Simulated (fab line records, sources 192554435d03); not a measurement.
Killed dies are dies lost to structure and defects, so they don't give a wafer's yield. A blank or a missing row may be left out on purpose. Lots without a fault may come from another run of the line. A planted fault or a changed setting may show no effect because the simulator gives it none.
Chamber matching | flow n5_finfet | N5_BEOL_M8_DESCUM_33 on rie_diel-02: 4 sister chambers
The step chemistry O2, time 7 s. 8 wafers are shown with their chamber, then 8 later ones without.

WAFERS WITH THEIR CHAMBER
wafer  | chamber | drypump_motor_current_A (A) | oes_product_au (a.u.)
L081.6 | 0       | 6.1                         | 0.67
L086.2 | 2       | 5.6                         | 0.91
L088.1 | 2       | 5.6                         | 0.91
L088.3 | 1       | 5.9                         | 0.86
L089.1 | 3       | 6.6                         | 0.66
L089.3 | 1       | 5.9                         | 0.85
L089.4 | 3       | 6.6                         | 0.66
L091.3 | 0       | 6.2                         | 0.94

WAFERS WITHOUT THEIR CHAMBER
wafer  | drypump_motor_current_A (A) | oes_product_au (a.u.)
L091.4 | 6.1                         | 0.95
L091.6 | 5.6                         | 0.88
L090.2 | 5.6                         | 0.87
L090.3 | 6.1                         | 0.93
L090.5 | 5.9                         | 0.83
L094.1 | 5.6                         | 0.85
L094.2 | 5.9                         | 0.82
L094.3 | 6.6                         | 0.95

WHICH CHAMBER EACH WENT THROUGH
wafer  | from the rows above | in truth
L091.4 | 0                   | 0
L091.6 | 2                   | 2
L090.2 | 2                   | 2
L090.3 | 0                   | 0
L090.5 | 1                   | 1
L094.1 | 2                   | 2
L094.2 | 1                   | 1
L094.3 | 3                   | 3
Placed correctly: 8 of 8. Can't be placed from these rows: 0. Placed wrongly: 0.
How it was worked out, from the rows above alone: a wafer's distance from a chamber is the root of the sum, over the readings, of the square of ((its reading less the chamber's mean) divided by the reading's scatter). The wafer belongs to the nearest chamber; if the next one is less than 2 further off, it can't be placed. A chamber's mean is the mean of its shown wafers. The scatter: the root of (the sum of the squares of (reading less its chamber's mean) over the shown wafers, divided by (wafers less chambers)).
